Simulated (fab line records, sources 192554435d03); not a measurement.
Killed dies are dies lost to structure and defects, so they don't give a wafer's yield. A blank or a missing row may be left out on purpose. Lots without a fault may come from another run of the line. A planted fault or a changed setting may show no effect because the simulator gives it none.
Split-lot experiment | flow n5_finfet | 7 lots, 21 wafers read, on a route of 1938 steps

THE SPLIT
At N5_FIN_SAQP_EXPOSE_13 (exposes mask FIN CORE, target cd 35.6 nm), the setting dose_mj was moved away from the recipe's 63.25 on 7 of the 21 wafers read, by -3.3% to +7.5%. The other wafers ran this setting at the recipe's value.

FROM THE SPLIT TO THE READING: what the file shows between them, 2 steps
- N5_FIN_SAQP_PEB_14: peb time 60 s
- N5_FIN_SAQP_DEVELOP_15: develop time 30 s

THE READING
cd_nm, in nm, at N5_FIN_SAQP_CD_MEAS_16 (target cd 35.6 nm). Fault-free wafers of this fab line usually give 35.6 nm, standard deviation 0.42 nm.

wafer  | tool, chamber at the split | dose_mj as run | against the recipe | cd_nm, nm | against lot-mates on the recipe
L074.2 | arfi_scanner-01, 0         | 63.25          | recipe             | 35.0      | -
L074.4 | arfi_scanner-01, 0         | 67.97          | +7.5%              | 33.8      | -1.2
L074.6 | arfi_scanner-01, 0         | 63.25          | recipe             | 35.1      | -
L077.1 | arfi_scanner-03, 0         | 63.25          | recipe             | 35.8      | -
L077.2 | arfi_scanner-03, 0         | 63.25          | recipe             | 36.0      | -
L077.4 | arfi_scanner-03, 0         | 61.68          | -2.5%              | 36.7      | +0.8
L078.2 | arfi_scanner-01, 0         | 63.25          | recipe             | 35.3      | -
L078.3 | arfi_scanner-01, 0         | 67.93          | +7.4%              | 33.8      | -1.5
L078.6 | arfi_scanner-01, 0         | 67.93          | +7.4%              | 33.6      | -1.7
L087.1 | arfi_scanner-02, 0         | 63.25          | recipe             | 36.0      | -
L087.2 | arfi_scanner-02, 0         | 63.25          | recipe             | 35.2      | -
L087.6 | arfi_scanner-02, 0         | 63.25          | recipe             | 35.4      | -
L089.4 | arfi_scanner-02, 0         | 62.02          | -1.9%              | 36.2      | +1.2
L089.5 | arfi_scanner-02, 0         | 63.25          | recipe             | 35.4      | -
L089.6 | arfi_scanner-02, 0         | 63.25          | recipe             | 34.7      | -
L090.1 | arfi_scanner-01, 0         | 61.18          | -3.3%              | 36.8      | +1.5
L090.4 | arfi_scanner-01, 0         | 61.18          | -3.3%              | 36.4      | +1.1
L090.6 | arfi_scanner-01, 0         | 63.25          | recipe             | 35.3      | -
L091.2 | arfi_scanner-03, 0         | 63.25          | recipe             | 35.6      | -
L091.5 | arfi_scanner-03, 0         | 63.25          | recipe             | 35.5      | -
L091.6 | arfi_scanner-03, 0         | 63.25          | recipe             | 35.2      | -

THE FIT
A straight line over all 21 wafers: cd_nm changes by -0.259 nm for each +1% of dose_mj; r = -0.91; the points scatter about the line by 0.37 nm.
The same after taking each lot's own level away (the mean of its wafers on the recipe; 21 wafers): -0.24 nm for each +1%; r = -0.93; scatter 0.31 nm.
On that fit, the largest move of dose_mj shifts the reading by 1.8 nm.
The lots' own levels span 35.05 to 35.90 nm, that is 2.0 times the standard deviation above.
So the lot-to-lot level changes the slope little: the two slopes agree.
Check: with one of the wafers moved furthest among these (+7.5%) left out of the fit, the line predicts -1.84 nm for it against its lot-mates. It came out at -1.25 nm against them.

OTHER SPLITS ON THESE WAFERS
These wafers also went through other splits before the reading. Each is held against what the fit with the lots' levels taken away leaves over:
other split on the same wafers                    | wafers away from the commonest value | r with cd_nm (lot level and that fit taken away)
N5_ZERO_LAYER_PECVD_02 time_s                     | 3                                    | +0.18
N5_ZERO_LAYER_COAT_05 spin_rpm                    | 6                                    | -0.21
N5_PMOS_HMC_CHANNEL_EPI_COAT_31 spin_rpm          | 8                                    | -0.37
N5_PMOS_HMC_CHANNEL_EPI_DEVELOP_08 develop_time_s | 7                                    | -0.09

THE FILE'S OWN FIT
cd_nm changes by -0.224 nm for each +1% of dose_mj, r = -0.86.
